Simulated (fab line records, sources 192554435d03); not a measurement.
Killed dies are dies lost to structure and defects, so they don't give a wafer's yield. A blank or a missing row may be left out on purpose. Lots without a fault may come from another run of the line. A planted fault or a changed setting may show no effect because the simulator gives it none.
Chamber matching | flow n5_finfet | N5_BEOL_M5_DEP_56 on pecvd-03: 3 sister chambers
The step deposits SiCN from 3MS/NH3, target thk 8 nm, time 14 s. 6 wafers are shown with their chamber, then 8 later ones without.

WAFERS WITH THEIR CHAMBER
wafer  | chamber | throttle_valve_pct (%) | showerhead_plenum_p_Torr (Torr)
L083.4 | 2       | 8.4                    | 3.682
L083.6 | 1       | 9.4                    | 3.673
L084.2 | 0       | 9.5                    | 3.655
L084.4 | 1       | 9.3                    | 3.680
L084.5 | 2       | 8.4                    | 3.688
L088.1 | 0       | 9.6                    | 3.661

WAFERS WITHOUT THEIR CHAMBER
wafer  | throttle_valve_pct (%) | showerhead_plenum_p_Torr (Torr)
L088.5 | 8.5                    | 3.685
L088.6 | 9.3                    | 3.663
L091.1 | 9.2                    | 3.664
L091.2 | 9.0                    | 3.668
L091.4 | 9.6                    | 3.674
L092.2 | 9.5                    | 3.666
L092.3 | 9.4                    | 3.671
L092.4 | 9.4                    | 3.671

WHICH CHAMBER EACH WENT THROUGH
wafer  | from the rows above     | in truth
L088.5 | 2                       | 2
L088.6 | can't be placed: 1 or 0 | 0
L091.1 | 1                       | 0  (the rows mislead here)
L091.2 | 1                       | 1
L091.4 | can't be placed: 0 or 1 | 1
L092.2 | can't be placed: 0 or 1 | 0
L092.3 | 1                       | 1
L092.4 | 1                       | 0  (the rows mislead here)
Placed correctly: 3 of 8. Can't be placed from these rows: 3 (the true chamber is among the candidates in 3). Placed wrongly: 2.
How it was worked out, from the rows above alone: a wafer's distance from a chamber is the root of the sum, over the readings, of the square of ((its reading less the chamber's mean) divided by the reading's scatter). The wafer belongs to the nearest chamber; if the next one is less than 2 further off, it can't be placed. A chamber's mean is the mean of its shown wafers. The scatter: the root of (the sum of the squares of (reading less its chamber's mean) over the shown wafers, divided by (wafers less chambers)).
